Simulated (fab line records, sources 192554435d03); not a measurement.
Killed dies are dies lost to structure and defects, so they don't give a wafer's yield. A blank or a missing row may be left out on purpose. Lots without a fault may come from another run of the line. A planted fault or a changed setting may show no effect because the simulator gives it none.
fab line records | flow n5_finfet
record lots=24 wafers=72 last_day=17
route steps=1938 shown BEOL_M10@1523 BEOL_M11@1569
lots that met no fault: from a run of the same line without faults
start_h: hours from the record's first day to the start of the lot's first wafer shown | wait_h: hours since the lot's step before | " the same as in the row above | L1.1+2: a row that stands for several wafers | - no value, or no start given | * or withheld: withheld | < > ~ a bound
route shown NAME@n: a module of which the file shows steps, and the number in the route of the first | usual: mean/standard deviation of fault-free wafers | same: alike in all rows | chamber/n: place in a boat | sites: the reading at each site | _std_site: their standard deviation | _edge_site: outer sites' mean less inner sites' | radius_mm: how far each site lies from the wafer's centre | mask NAME#n: copy n | behind: the tool/chamber that last shaped the wafer | hold: why the lot was held/for how many hours/how that ended | device: the transistor (n, p or np) that didn't switch | end of line: the same wafers' tests at the end of the route | a step without rows: its recipe alone | killed: dies lost to structure and defects at the first sort, not the wafer's yield | map: a wafer's dies, x killed, . not, _ none there
set.NAME: the setting as run; set.NAME@STEP: as run at that earlier step | model.NAME: the simulator's own value behind a step, which no gauge read
steps of the route over a sample of lots; a table a step, a row a wafer
services: from which hour (start_h, from the record's first day; less than 0 if before it) a tool's chamber was out of use, for how many hours, and why
## steps
# step N5_BEOL_M10_PRE_CLEAN_45
# recipe gas=H2/He time_s=30 temp_c=250
# usual heater_power_w=350/30
# columns lot.wafer tool chamber start_h wait_h heater_power_w
L075.1 pvd_sputter-03 - 228.85 0.0 374
L075.3 " - " " 308
L075.6 " - " " 363
L074.2 pvd_sputter-01 - 229.24 0.0 346
L074.4 " - " " 284
L074.5 " - " " 280
L077.2 pvd_sputter-03 - 235.21 0.0 331
L077.3 " - " " 313
L077.6 " - " " 383
L078.2 pvd_sputter-02 - 235.81 0.0 371
L078.3 " - " " 378
L078.5 " - " " 377
L079.1 pvd_sputter-01 - 242.71 0.0 279
L079.4 " - " " 388
L079.6 " - " " 338
L076.1 pvd_sputter-03 - 249.77 0.0 387
L076.2 " - " " 341
L076.3 " - " " 308
L081.2 pvd_sputter-03 - 250.71 0.0 372
L081.3 " - " " 304
L081.4 " - " " 366
L080.2 pvd_sputter-02 - 254.03 0.0 369
L080.3 " - " " 379
L080.6 " - " " 378
L082.1 pvd_sputter-02 - 262.26 0.0 342
L082.2 " - " " 379
L082.4 " - " " 375
L083.1 pvd_sputter-02 - 269.92 0.0 372
L083.3 " - " " 342
L083.6 " - " " 362
L084.1 pvd_sputter-02 - 280.12 0.0 381
L084.5 " - " " 370
L084.6 " - " " 347
L085.4 pvd_sputter-02 - 287.73 0.0 333
L085.5 " - " " 377
L085.6 " - " " 334
L087.2 pvd_sputter-03 - 288.94 0.0 318
L087.5 " - " " 377
L087.6 " - " " 353
L088.1 pvd_sputter-01 - 297.71 0.0 378
L088.2 " - " " 289
L088.6 " - " " 376
L086.1 pvd_sputter-03 - 301.57 0.0 381
L086.3 " - " " 378
L086.4 " - " " 307
L089.1 pvd_sputter-02 - 310.13 0.0 362
L089.3 " - " " 384
L089.5 " - " " 370
L090.3 pvd_sputter-01 - 317.00 0.0 332
L090.4 " - " " 387
L090.6 " - " " 378
L091.1 pvd_sputter-01 - 317.62 0.0 374
L091.3 " - " " 339
L091.5 " - " " 328
L093.1 pvd_sputter-01 - 325.86 0.0 335
L093.3 " - " " 377
L093.4 " - " " 341
L092.1 pvd_sputter-03 - 334.66 0.0 365
L092.2 " - " " 323
L092.6 " - " " 363
L095.2 pvd_sputter-03 - 340.90 0.0 379
L095.3 " - " " 331
L095.5 " - " " 375
L094.1 pvd_sputter-03 - 341.58 0.0 359
L094.5 " - " " 362
L094.6 " - " " 314
L096.1 pvd_sputter-02 - 348.72 0.0 380
L096.2 " - " " 366
L096.5 " - " " 333
L097.2 pvd_sputter-02 - 352.89 0.0 371
L097.3 " - " " 379
L097.6 " - " " 337
# step N5_BEOL_M10_SPUTTER_48
# recipe material=Cu target_thk_a=120 temp_c=-20 bias_v=60 power_w=26000 chamber_pressure_pa=0.13 time_s=2
# usual throttle_valve_pct=30.2/1.4
# columns lot.wafer tool chamber start_h wait_h throttle_valve_pct
L075.1 pvd_sputter-01 - 229.58 0.1 28.3
L075.3 " - " " 30.7
L075.6 " - " " 28.6
L074.2 pvd_sputter-02 - 230.29 0.1 30.1
L074.4 " - " " 31.4
L074.5 " - " " 30.2
L077.2 pvd_sputter-02 - 235.85 0.1 30.4
L077.3 " - " " 32.0
L077.6 " - " " 32.2
L078.2 pvd_sputter-03 - 238.11 1.5 29.1
L078.3 " - " " 29.8
L078.5 " - " " 31.8
L079.1 pvd_sputter-02 - 244.92 1.3 30.2
L079.4 " - " " 27.4
L079.6 " - " " 27.8
L076.1 pvd_sputter-03 - 250.33 0.1 31.7
L076.2 " - " " 28.9
L076.3 " - " " 29.7
L081.2 pvd_sputter-03 - 252.99 0.1 28.8
L081.3 " - " " 31.5
L081.4 " - " " 32.0
L080.2 pvd_sputter-01 - 255.08 0.1 28.5
L080.3 " - " " 30.2
L080.6 " - " " 28.2
L082.1 pvd_sputter-01 - 266.50 1.8 28.5
L082.2 " - " " 29.7
L082.4 " - " " 28.3
L083.1 pvd_sputter-02 - 270.70 0.2 31.6
L083.3 " - " " 32.3
L083.6 " - " " 30.3
L084.1 pvd_sputter-02 - 280.78 0.1 27.6
L084.5 " - " " 30.4
L084.6 " - " " 27.9
L085.4 pvd_sputter-02 - 288.37 0.0 27.9
L085.5 " - " " 31.5
L085.6 " - " " 27.6
L087.2 pvd_sputter-01 - 289.54 0.1 28.4
L087.5 " - " " 28.6
L087.6 " - " " 30.8
L088.1 pvd_sputter-03 - 298.26 0.1 31.5
L088.2 " - " " 32.0
L088.6 " - " " 30.1
L086.1 pvd_sputter-03 - 302.41 0.2 29.6
L086.3 " - " " 32.0
L086.4 " - " " 29.1
L089.1 pvd_sputter-02 - 310.72 0.1 30.2
L089.3 " - " " 32.1
L089.5 " - " " 27.6
L090.3 pvd_sputter-01 - 317.70 0.1 28.6
L090.4 " - " " 29.7
L090.6 " - " " 29.8
L091.1 pvd_sputter-01 - 318.34 0.1 29.9
L091.3 " - " " 31.0
L091.5 " - " " 28.3
L093.1 pvd_sputter-03 - 327.46 0.2 29.1
L093.3 " - " " 29.7
L093.4 " - " " 31.7
L092.1 pvd_sputter-03 - 335.41 0.1 28.8
L092.2 " - " " 31.8
L092.6 " - " " 31.5
L095.2 pvd_sputter-03 - 341.84 0.2 32.0
L095.3 " - " " 31.4
L095.5 " - " " 28.9
L094.1 pvd_sputter-01 - 344.56 2.2 30.6
L094.5 " - " " 31.0
L094.6 " - " " 28.8
L096.1 pvd_sputter-03 - 349.47 0.1 29.1
L096.2 " - " " 32.1
L096.5 " - " " 29.5
L097.2 pvd_sputter-02 - 354.85 0.1 30.4
L097.3 " - " " 31.9
L097.6 " - " " 30.1
# step N5_BEOL_M11_OVL_MEAS_29
# recipe points_per_wafer=44
# usual V10_OVL=0.3/0.76
# columns lot.wafer tool chamber start_h wait_h V10_OVL[nm]
L075.1 overlay-01 0 233.91 0.0 0.1
L075.3 " 0 " " 0.6
L075.6 " 0 " " 0.6
L074.2 overlay-02 0 235.95 0.0 1.5
L074.4 " 0 " " 1.0
L074.5 " 0 " " 1.3
L077.2 overlay-02 0 241.02 0.0 0.8
L077.3 " 0 " " 0.8
L077.6 " 0 " " 1.4
L078.2 overlay-02 0 245.91 0.0 -0.5
L078.3 " 0 " " 0.8
L078.5 " 0 " " 0.5
L079.1 overlay-02 0 249.32 0.0 1.6
L079.4 " 0 " " 0.4
L079.6 " 0 " " 1.8
L076.1 overlay-01 0 255.08 0.0 -0.8
L076.2 " 0 " " -0.6
L076.3 " 0 " " -0.5
L081.2 overlay-01 0 257.45 0.0 0.0
L081.3 " 0 " " 0.6
L081.4 " 0 " " -0.8
L080.2 overlay-01 0 259.48 0.0 0.1
L080.3 " 0 " " -0.8
L080.6 " 0 " " -0.4
L082.1 overlay-02 0 271.24 0.0 -1.6
L082.2 " 0 " " -1.0
L082.4 " 0 " " -1.8
L083.1 overlay-01 0 277.39 0.0 0.3
L083.3 " 0 " " 0.4
L083.6 " 0 " " 0.3
L084.1 overlay-02 0 285.83 0.0 -0.1
L084.5 " 0 " " 0.1
L084.6 " 0 " " -0.4
L087.2 overlay-02 0 296.51 0.0 1.4
L087.5 " 0 " " 2.1
L087.6 " 0 " " 0.9
L085.4 overlay-02 0 296.68 0.0 0.7
L085.5 " 0 " " 0.3
L085.6 " 0 " " -0.1
L088.1 overlay-01 0 304.42 0.0 0.7
L088.2 " 0 " " -0.1
L088.6 " 0 " " -0.1
L086.1 overlay-02 0 308.44 0.0 2.3
L086.3 " 0 " " 0.5
L086.4 " 0 " " 1.0
L089.1 overlay-02 0 315.69 0.0 1.3
L089.3 " 0 " " 1.0
L089.5 " 0 " " 0.0
L090.3 overlay-01 0 324.80 0.0 0.1
L090.4 " 0 " " 2.0
L090.6 " 0 " " 1.1
L091.1 overlay-02 0 324.97 0.0 0.7
L091.3 " 0 " " -0.2
L091.5 " 0 " " 0.2
L093.1 overlay-02 0 333.53 0.0 0.3
L093.3 " 0 " " 1.2
L093.4 " 0 " " 0.6
L092.1 overlay-01 0 339.74 0.0 -0.1
L092.2 " 0 " " -0.5
L092.6 " 0 " " 0.5
L095.2 overlay-02 0 346.77 0.0 0.5
L095.3 " 0 " " 1.1
L095.5 " 0 " " 0.0
L094.1 overlay-02 0 348.02 0.0 0.2
L094.5 " 0 " " 0.2
L094.6 " 0 " " -0.4
L096.1 overlay-01 0 354.55 0.0 0.3
L096.2 " 0 " " 0.5
L096.5 " 0 " " 0.7
L097.2 overlay-02 0 362.46 0.0 0.0
L097.3 " 0 " " 0.6
L097.6 " 0 " " 0.6
# step N5_BEOL_M11_DESCUM_33
# recipe chemistry=O2 time_s=7.9 source_power_w=50 bias_power_w=20 pressure_mtorr=20 rf_frequency_hz=2.712e+07 temp_c=40 resist=CAR-ArF o2_flow_sccm=225
# usual drypump_motor_current_A=5.8/0.37 oes_product_au=0.78/0.057 rf_vpp_V=243.3/1.5 showerhead_plenum_p_Torr=2.11/0.087 throttle_valve_pct=20.47/0.26
# columns lot.wafer tool chamber start_h wait_h drypump_motor_current_A oes_product_au rf_hours_counter_h rf_vpp_V showerhead_plenum_p_Torr throttle_valve_pct
L075.1 rie_diel-06 1 233.98 0.1 6.2 0.83 65 243.1 2.04 20.08
L075.3 " 0 " " 5.6 0.72 214 242.6 2.01 20.73
L075.6 " 3 " " 5.6 0.74 - 245.1 2.17 20.39
L074.2 rie_diel-06 1 236.01 0.0 6.2 0.83 66 242.2 2.03 20.07
L074.4 " 3 " " 5.6 0.73 178 244.1 2.17 20.39
L074.5 " 3 " " 5.6 0.74 - 245.0 2.17 20.39
L077.2 rie_diel-06 1 241.08 0.0 6.2 0.84 67 243.1 2.03 20.10
L077.3 " 2 " " 6.0 0.81 98 245.5 2.22 20.41
L077.6 " 0 " " 5.6 0.71 - 240.9 2.01 20.71
L078.2 rie_diel-06 0 245.97 0.0 5.6 0.70 219 242.0 2.01 20.74
L078.3 " 2 " " 6.0 0.81 100 245.8 2.22 20.42
L078.5 " 3 " " 5.6 0.72 - 245.2 2.17 20.39
L079.1 rie_diel-02 2 249.38 0.0 6.5 0.78 103 242.0 2.03 20.90
L079.4 " 1 " " 5.6 0.86 - 244.6 2.24 20.32
L079.6 " 0 " " 5.1 0.74 - 245.4 2.20 20.86
L076.1 rie_diel-02 0 255.28 0.2 5.1 0.74 180 246.5 2.20 20.86
L076.2 " 1 " " 5.6 0.87 69 245.0 2.24 20.34
L076.3 " 2 " " 6.5 0.77 106 242.5 2.02 20.91
L081.2 rie_diel-06 1 257.51 0.0 6.2 0.82 73 243.5 2.03 20.07
L081.3 " 0 " " 5.6 0.70 222 239.7 2.01 20.75
L081.4 " 2 " " 6.0 0.81 103 243.8 2.22 20.43
L080.2 rie_diel-02 0 259.54 0.0 5.1 0.73 182 243.6 2.19 20.85
L080.3 " 2 " " 6.5 0.77 108 241.5 2.02 20.91
L080.6 " 0 " " 5.1 0.73 - 243.9 2.19 20.86
L082.1 rie_diel-02 1 271.33 0.1 5.6 0.86 75 245.9 2.24 20.34
L082.2 " 2 " " 6.5 0.77 112 241.6 2.02 20.91
L082.4 " 0 " " 5.1 0.73 - 244.2 2.19 20.85
L083.1 rie_diel-06 2 277.67 0.3 6.0 0.80 111 244.5 2.22 20.43
L083.3 " 3 " " 5.6 0.73 193 243.6 2.17 20.40
L083.6 " 3 " " 5.6 0.73 - 243.9 2.17 20.42
L084.1 rie_diel-04 3 285.92 0.1 6.0 0.84 57 243.4 2.12 20.56
L084.5 " 2 " " 5.4 0.78 - 242.4 2.01 20.52
L084.6 " 1 " " 5.5 0.69 - 242.1 2.04 20.38
L087.2 rie_diel-06 3 296.56 0.0 5.6 0.72 200 244.1 2.17 20.41
L087.5 " 2 " " 6.0 0.79 - 243.4 2.21 20.44
L087.6 " 3 " " 5.6 0.72 - 244.1 2.17 20.40
L085.4 rie_diel-02 0 296.73 0.0 5.1 0.71 194 244.0 2.19 20.87
L085.5 " 3 " " 5.8 0.80 - 245.3 2.22 20.05
L085.6 " 0 " " 5.1 0.73 - 245.6 2.19 20.89
L088.1 rie_diel-04 2 304.48 0.0 5.3 0.78 128 243.2 2.01 20.53
L088.2 " 0 " " 5.6 0.86 51 242.9 2.05 20.22
L088.6 " 2 " " 5.4 0.78 - 242.5 2.01 20.53
L086.1 rie_diel-02 0 309.66 1.2 5.1 0.71 199 245.9 2.19 20.89
L086.3 " 2 " " 6.5 0.75 124 240.3 2.02 20.93
L086.4 " 1 " " 5.6 0.84 88 245.8 2.23 20.35
L089.1 rie_diel-04 3 315.75 0.0 6.0 0.83 65 244.4 2.12 20.56
L089.3 " 0 " " 5.7 0.86 54 241.3 2.05 20.25
L089.5 " 0 " " 5.7 0.85 - 243.1 2.05 20.24
L090.3 rie_diel-06 2 324.92 0.1 6.0 0.79 126 245.6 2.21 20.44
L090.4 " 0 " " 5.6 0.70 237 240.8 2.00 20.74
L090.6 " 1 " " 6.2 0.80 - 242.0 2.03 20.12
L091.1 rie_diel-04 0 325.34 0.3 5.6 0.85 58 243.8 2.05 20.23
L091.3 " 2 " " 5.4 0.78 136 243.1 2.00 20.53
L091.5 " 2 " " 5.4 0.78 - 242.2 2.00 20.54
L093.1 rie_diel-06 1 333.98 0.4 6.2 0.80 96 242.5 2.02 20.11
L093.3 " 0 " " 5.6 0.69 239 241.4 2.00 20.76
L093.4 " 2 " " 6.0 0.79 129 243.6 2.21 20.45
L092.1 rie_diel-04 3 339.80 0.0 6.0 0.81 76 244.1 2.12 20.58
L092.2 " 2 " " 5.4 0.76 143 242.2 2.00 20.56
L092.6 " 0 " " 5.6 0.85 - 242.2 2.05 20.24
L095.2 rie_diel-06 3 346.83 0.0 5.6 0.71 215 243.9 2.16 20.44
L095.3 " 2 " " 6.0 0.77 133 245.2 2.21 20.45
L095.5 " 1 " " 6.2 0.79 - 242.8 2.02 20.12
L094.1 rie_diel-06 3 348.08 0.0 5.6 0.72 215 243.5 2.16 20.45
L094.5 " 3 " " 5.6 0.71 - 244.2 2.16 20.44
L094.6 " 0 " " 5.6 0.69 - 239.6 2.00 20.77
L096.1 rie_diel-06 0 354.61 0.0 5.6 0.68 246 240.2 2.00 20.78
L096.2 " 3 " " 5.6 0.71 218 244.5 2.16 20.44
L096.5 " 2 " " 6.0 0.78 - 242.9 2.21 20.47
L097.2 rie_diel-04 1 362.90 0.4 5.5 0.95 5 242.5 2.04 20.04
L097.3 " 1 " " 5.5 0.94 - 242.3 2.04 20.02
L097.6 " 3 " " 6.0 0.81 - 243.3 2.12 20.59
# step N5_BEOL_M11_ETCH_66
# recipe chemistry=N2/H2 target=SOC target_depth_a=1200 overetch_a=240 mask_material=SiARC temp_c=40 time_s=180 ion_energy_ev=200 pressure_mtorr=30 source_w=840 bias_w=150 n2_flow_sccm=200 h2_flow_sccm=200
# usual drypump_motor_current_A=5.8/0.37 h2_flow_sccm=200.1/0.57 oes_product_au=0.63/0.045 rf_vpp_V=524.1/2.8 showerhead_plenum_p_Torr=2.55/0.099 throttle_valve_pct=17.78/0.23
# columns lot.wafer tool chamber start_h wait_h drypump_motor_current_A h2_flow_sccm oes_product_au rf_hours_counter_h rf_vpp_V showerhead_plenum_p_Torr throttle_valve_pct
L075.1 rie_diel-06 1 234.07 0.0 6.2 200.3 0.69 65 522.0 2.49 17.57
L075.3 " 0 " " 5.6 200.3 0.58 215 521.0 2.41 17.91
L075.6 " 3 " " 5.6 199.6 0.61 - 527.7 2.63 17.77
L074.2 rie_diel-06 1 236.09 0.0 6.2 200.5 0.67 66 521.2 2.49 17.54
L074.4 " 3 " " 5.6 199.5 0.61 179 526.6 2.63 17.76
L074.5 " 3 " " 5.6 199.9 0.60 - 525.5 2.63 17.75
L077.2 rie_diel-06 1 241.16 0.0 6.2 199.9 0.67 67 521.5 2.49 17.58
L077.3 " 2 " " 6.0 199.5 0.66 99 526.9 2.65 17.51
L077.6 " 0 " " 5.6 200.6 0.59 - 519.6 2.41 17.91
L078.2 rie_diel-06 0 246.05 0.0 5.6 198.9 0.58 219 521.2 2.41 17.92
L078.3 " 2 " " 6.0 201.1 0.65 100 527.5 2.65 17.49
L078.5 " 3 " " 5.6 200.5 0.60 - 526.2 2.63 17.76
L079.1 rie_diel-02 2 249.46 0.0 6.5 200.2 0.62 103 521.0 2.46 18.20
L079.4 " 1 " " 5.6 200.1 0.70 - 527.6 2.70 17.73
L079.6 " 0 " " 5.1 199.8 0.59 - 527.5 2.64 18.05
L076.1 rie_diel-02 0 255.36 0.0 5.1 201.3 0.59 180 525.1 2.64 18.04
L076.2 " 1 " " 5.7 200.0 0.69 69 527.6 2.70 17.73
L076.3 " 2 " " 6.5 199.6 0.63 106 521.7 2.46 18.19
L081.2 rie_diel-06 1 257.59 0.0 6.2 200.2 0.68 73 523.2 2.49 17.57
L081.3 " 0 " " 5.6 199.3 0.58 223 521.0 2.40 17.93
L081.4 " 2 " " 6.0 200.9 0.66 103 527.3 2.65 17.52
L080.2 rie_diel-02 0 259.62 0.0 5.1 200.0 0.59 182 525.9 2.64 18.04
L080.3 " 2 " " 6.5 200.2 0.62 108 520.1 2.46 18.21
L080.6 " 0 " " 5.1 200.1 0.59 - 527.5 2.64 18.04
L082.1 rie_diel-02 1 271.42 0.0 5.6 199.5 0.68 75 525.9 2.70 17.75
L082.2 " 2 " " 6.5 200.4 0.62 112 520.2 2.46 18.21
L082.4 " 0 " " 5.1 200.5 0.59 - 524.5 2.64 18.05
L083.1 rie_diel-06 2 277.75 0.0 6.0 199.7 0.64 111 526.8 2.65 17.52
L083.3 " 3 " " 5.6 199.7 0.60 193 527.1 2.63 17.78
L083.6 " 3 " " 5.6 199.8 0.59 - 525.4 2.63 17.77
L084.1 rie_diel-04 3 286.00 0.0 6.0 199.8 0.68 57 524.1 2.56 17.87
L084.5 " 2 " " 5.4 200.6 0.64 - 522.2 2.43 17.96
L084.6 " 1 " " 5.6 200.4 0.55 - 523.2 2.48 17.83
L087.2 rie_diel-06 3 296.65 0.0 5.6 200.0 0.59 200 525.5 2.63 17.80
L087.5 " 2 " " 6.0 200.8 0.65 - 527.1 2.65 17.54
L087.6 " 3 " " 5.6 200.6 0.59 - 527.4 2.63 17.79
L085.4 rie_diel-02 0 296.82 0.0 5.1 200.1 0.58 194 527.1 2.63 18.06
L085.5 " 3 " " 5.9 199.8 0.65 - 528.5 2.67 17.27
L085.6 " 0 " " 5.1 199.7 0.58 - 528.3 2.63 18.06
L088.1 rie_diel-04 2 304.56 0.0 5.3 200.3 0.64 128 521.7 2.43 17.96
L088.2 " 0 " " 5.6 198.7 0.70 51 522.7 2.48 17.52
L088.6 " 2 " " 5.4 200.1 0.63 - 521.5 2.43 17.97
L086.1 rie_diel-02 0 309.74 0.0 5.1 200.0 0.58 199 526.8 2.63 18.08
L086.3 " 2 " " 6.5 199.1 0.62 124 521.2 2.45 18.24
L086.4 " 1 " " 5.7 199.8 0.68 88 528.4 2.69 17.77
L089.1 rie_diel-04 3 315.84 0.0 6.0 199.8 0.67 65 524.1 2.56 17.88
L089.3 " 0 " " 5.7 199.4 0.69 54 522.7 2.48 17.51
L089.5 " 0 " " 5.6 200.5 0.69 - 522.4 2.48 17.50
L090.3 rie_diel-06 2 325.00 0.0 6.0 199.6 0.63 126 527.5 2.64 17.54
L090.4 " 0 " " 5.6 199.6 0.57 237 520.6 2.40 17.95
L090.6 " 1 " " 6.2 200.5 0.65 - 521.8 2.48 17.60
L091.1 rie_diel-04 0 325.42 0.0 5.6 200.3 0.69 58 521.5 2.48 17.52
L091.3 " 2 " " 5.3 200.5 0.63 136 521.5 2.43 17.98
L091.5 " 2 " " 5.3 200.5 0.62 - 521.9 2.43 17.95
L093.1 rie_diel-06 1 334.06 0.0 6.2 200.5 0.64 96 522.3 2.48 17.62
L093.3 " 0 " " 5.6 200.0 0.57 240 520.4 2.40 17.95
L093.4 " 2 " " 6.0 200.3 0.63 129 525.6 2.64 17.55
L092.1 rie_diel-04 3 339.88 0.0 6.0 200.2 0.66 76 526.0 2.56 17.89
L092.2 " 2 " " 5.3 199.4 0.63 143 521.2 2.43 17.99
L092.6 " 0 " " 5.6 199.3 0.68 - 521.3 2.47 17.53
L095.2 rie_diel-06 3 346.91 0.0 5.7 200.7 0.58 215 526.5 2.62 17.81
L095.3 " 2 " " 6.0 199.0 0.63 133 526.9 2.64 17.55
L095.5 " 1 " " 6.2 199.4 0.65 - 521.7 2.48 17.63
L094.1 rie_diel-06 3 348.17 0.0 5.6 199.4 0.58 215 526.4 2.62 17.81
L094.5 " 3 " " 5.6 199.9 0.58 - 527.3 2.62 17.80
L094.6 " 0 " " 5.6 199.7 0.56 - 519.4 2.40 17.96
L096.1 rie_diel-06 0 354.69 0.0 5.7 200.4 0.56 246 520.6 2.39 17.96
L096.2 " 3 " " 5.6 200.2 0.58 218 526.8 2.62 17.82
L096.5 " 2 " " 6.0 200.0 0.64 - 526.9 2.64 17.55
L097.2 rie_diel-04 1 363.03 0.1 5.5 200.9 0.77 5 523.9 2.48 17.42
L097.3 " 1 " " 5.5 200.1 0.77 - 522.6 2.48 17.42
L097.6 " 3 " " 6.0 199.3 0.66 - 524.9 2.55 17.91
# step N5_BEOL_M11_CD_MEAS_35
# recipe target_cd_nm=70 polarity=opening
# usual cd_nm=69.7/0.66
# columns lot.wafer tool chamber start_h wait_h cd_nm
L075.1 cd_sem-01 - 234.63 0.0 68.9
L075.3 " - " " 69.3
L075.6 " - " " 70.1
L074.2 cd_sem-03 - 236.66 0.0 70.4
L074.4 " - " " 69.7
L074.5 " - " " 71.1
L077.2 cd_sem-03 - 241.73 0.0 69.3
L077.3 " - " " 69.3
L077.6 " - " " 68.7
L078.2 cd_sem-03 - 246.61 0.0 69.4
L078.3 " - " " 68.6
L078.5 " - " " 68.3
L079.1 cd_sem-03 - 250.03 0.0 69.5
L079.4 " - " " 70.5
L079.6 " - " " 70.1
L076.1 cd_sem-02 - 255.92 0.0 70.0
L076.2 " - " " 70.6
L076.3 " - " " 69.9
L081.2 cd_sem-03 - 258.16 0.0 69.6
L081.3 " - " " 69.7
L081.4 " - " " 69.4
L080.2 cd_sem-02 - 260.21 0.0 68.7
L080.3 " - " " 70.3
L080.6 " - " " 69.2
L082.1 cd_sem-01 - 271.98 0.0 69.0
L082.2 " - " " 70.7
L082.4 " - " " 69.4
L083.1 cd_sem-03 - 278.31 0.0 70.7
L083.3 " - " " 70.1
L083.6 " - " " 70.2
L084.1 cd_sem-03 - 286.57 0.0 68.9
L084.5 " - " " 69.5
L084.6 " - " " 69.5
L087.2 cd_sem-03 - 297.31 0.0 69.7
L087.5 " - " " 69.6
L087.6 " - " " 69.2
L085.4 cd_sem-02 - 297.38 0.0 69.9
L085.5 " - " " 69.9
L085.6 " - " " 70.8
L088.1 cd_sem-01 - 305.12 0.0 69.0
L088.2 " - " " 69.6
L088.6 " - " " 68.9
L086.1 cd_sem-01 - 310.40 0.0 70.6
L086.3 " - " " 69.0
L086.4 " - " " 69.0
L089.1 cd_sem-03 - 316.49 0.0 68.7
L089.3 " - " " 69.6
L089.5 " - " " 69.5
L090.3 cd_sem-03 - 325.56 0.0 69.7
L090.4 " - " " 69.4
L090.6 " - " " 69.2
L091.1 cd_sem-03 - 325.98 0.0 69.7
L091.3 " - " " 71.4
L091.5 " - " " 69.5
L093.1 cd_sem-03 - 334.62 0.0 69.2
L093.3 " - " " 69.0
L093.4 " - " " 69.2
L092.1 cd_sem-01 - 340.44 0.0 69.5
L092.2 " - " " 68.2
L092.6 " - " " 69.5
L095.2 cd_sem-03 - 347.48 0.0 70.1
L095.3 " - " " 70.1
L095.5 " - " " 70.1
L094.1 cd_sem-01 - 348.73 0.0 69.5
L094.5 " - " " 70.0
L094.6 " - " " 68.5
L096.1 cd_sem-03 - 355.26 0.0 68.9
L096.2 " - " " 70.0
L096.5 " - " " 68.6
L097.2 cd_sem-03 - 363.78 0.0 70.7
L097.3 " - " " 69.8
L097.6 " - " " 69.8
## services
# columns tool chamber start_h hours kind
rie_diel-02 3 240.22 32.8 repair
rie_diel-04 1 279.44 3.4 repair
rie_diel-04 2 293.66 8.2 repair
rie_diel-06 1 311.17 5.3 repair
rie_diel-04 1 317.63 - clean
rie_diel-04 1 317.63 - consumable_replace:focus_ring
rie_diel-04 1 317.63 25.8 scheduled_down
rie_diel-04 1 317.63 25.8 vent_cycle
pvd_sputter-03 - 355.18 4.5 repair
rie_diel-04 0 360.69 4.7 repair
rie_diel-04 2 360.94 2.5 repair
## key
fault none
